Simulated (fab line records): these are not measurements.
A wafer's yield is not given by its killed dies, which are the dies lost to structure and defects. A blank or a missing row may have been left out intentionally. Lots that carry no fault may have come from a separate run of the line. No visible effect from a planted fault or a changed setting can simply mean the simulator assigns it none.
Matching of chambers -- flow nand harc -- NHARC_P_M1_CMP_23 on cmp-04 has 4 sister chambers
The step polishes, t overpolish 20 s, target thk 157.82 nm. 4 wafers are shown with their chamber, then 11 later ones without.

## WAFERS, EACH WITH ITS CHAMBER
wafer,chamber,motor current A (A)
L089.6,3,11.5
L091.4,2,11.8
L091.5,1,12.3
L092.1,0,11.2

## WAFERS MISSING THEIR CHAMBER
wafer,motor current A (A)
L092.3,12.1
L092.5,11.5
L093.2,11.4
L093.3,11.6
L093.6,11.8
L096.1,11.6
L096.2,13.3
L096.3,11.4
L096.4,11.4
L096.5,12.4
L096.6,11.5

## WHICH CHAMBER EACH ONE RAN IN
wafer,from the rows above,in truth
L092.3,can't be placed: 1 or 2 or 3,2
L092.5,can't be placed: 3 or 0 or 2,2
L093.2,can't be placed: 3 or 0 or 2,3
L093.3,can't be placed: 3 or 2 or 0 or 1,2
L093.6,can't be placed: 2 or 3 or 1 or 0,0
L096.1,can't be placed: 3 or 2 or 0 or 1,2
L096.2,can't be placed: 1 or 2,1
L096.3,can't be placed: 3 or 0 or 2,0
L096.4,can't be placed: 3 or 0 or 2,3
L096.5,can't be placed: 1 or 2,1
L096.6,can't be placed: 3 or 0 or 2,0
Correctly placed: 0 of 11. These rows do not allow placing 11 (true chamber among the candidates in 11). 0 placed wrongly.
How it was worked out, from the rows above alone: a wafer's distance from a chamber is the root of the sum, over the readings, of the square of ((its reading less the chamber's mean) divided by the reading's scatter). The wafer belongs to the nearest chamber; if the next one is less than 2 further off, it can't be placed. Each chamber's mean is taken over the wafers shown for it. The scatter: with one shown wafer a chamber, the root of the mean of the squares of how far each hidden wafer lies from its nearest shown one.
